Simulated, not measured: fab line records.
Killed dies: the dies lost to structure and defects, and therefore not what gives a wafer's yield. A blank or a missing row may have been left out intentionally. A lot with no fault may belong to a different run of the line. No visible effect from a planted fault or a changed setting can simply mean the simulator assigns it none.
Matching of chambers :: flow n5_finfet :: 4 sister chambers for N5_BEOL_M8_CMP_52 on cmp-04
The step polishes, stops on SiCOH lowk, t overpolish 6.9 s, target thk 80 nm. 8 wafers are shown with their chamber, then 9 later ones without.

WAFERS, EACH WITH ITS CHAMBER
wafer: L078.3
chamber: 3
motor_current_A (A): 6.4
time_to_endpoint_s (s): 60.9

wafer: L083.2
chamber: 3
motor_current_A (A): 6.2
time_to_endpoint_s (s): 65.4

wafer: L083.3
chamber: 0
motor_current_A (A): 6.1
time_to_endpoint_s (s): 64.8

wafer: L084.5
chamber: 1
motor_current_A (A): 5.8
time_to_endpoint_s (s): 60.8

wafer: L084.6
chamber: 2
motor_current_A (A): 6.0
time_to_endpoint_s (s): 59.6

wafer: L086.1
chamber: 2
motor_current_A (A): 6.3
time_to_endpoint_s (s): 60.6

wafer: L086.3
chamber: 1
motor_current_A (A): 6.1
time_to_endpoint_s (s): 61.9

wafer: L086.5
chamber: 0
motor_current_A (A): 6.1
time_to_endpoint_s (s): 63.7

WAFERS WITHOUT THEIR CHAMBER
wafer: L091.1
motor_current_A (A): 6.3
time_to_endpoint_s (s): 61.1

wafer: L091.4
motor_current_A (A): 5.8
time_to_endpoint_s (s): 60.0

wafer: L091.6
motor_current_A (A): 6.1
time_to_endpoint_s (s): 62.9

wafer: L093.2
motor_current_A (A): 6.1
time_to_endpoint_s (s): 65.1

wafer: L093.4
motor_current_A (A): 7.1
time_to_endpoint_s (s): 62.7

wafer: L093.6
motor_current_A (A): 6.0
time_to_endpoint_s (s): 63.6

wafer: L093.1
motor_current_A (A): 5.8
time_to_endpoint_s (s): 60.3

wafer: L093.3
motor_current_A (A): 6.1
time_to_endpoint_s (s): 58.5

wafer: L093.5
motor_current_A (A): 5.8
time_to_endpoint_s (s): 62.3

CHAMBER TAKEN BY EACH
wafer: L091.1
from the rows above: can't be placed: 2 or 3 or 1 or 0
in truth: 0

wafer: L091.4
from the rows above: can't be placed: 1 or 2 or 0
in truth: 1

wafer: L091.6
from the rows above: can't be placed: 0 or 3 or 1 or 2
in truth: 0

wafer: L093.2
from the rows above: can't be placed: 0 or 3 or 1
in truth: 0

wafer: L093.4
from the rows above: can't be placed: 3 or 2 or 0
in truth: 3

wafer: L093.6
from the rows above: can't be placed: 0 or 1 or 3 or 2
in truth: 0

wafer: L093.1
from the rows above: can't be placed: 1 or 2 or 0
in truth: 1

wafer: L093.3
from the rows above: can't be placed: 2 or 1 or 3
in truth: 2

wafer: L093.5
from the rows above: can't be placed: 1 or 0 or 2 or 3
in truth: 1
Placed correctly: 0 of 9. Cannot be placed on the basis of these rows: 9; the candidates contain the true chamber in 9. Wrongly placed: 0.
How it was worked out, from the rows above alone: a wafer's distance from a chamber is the root of the sum, over the readings, of the square of ((its reading less the chamber's mean) divided by the reading's scatter). The wafer belongs to the nearest chamber; if the next one is less than 2 further off, it can't be placed. The mean given for a chamber averages the wafers shown for that chamber. How the scatter is found: for the shown wafers, subtract from each reading the mean of its chamber, square and add these, divide the total by (wafers less chambers), then take the root.
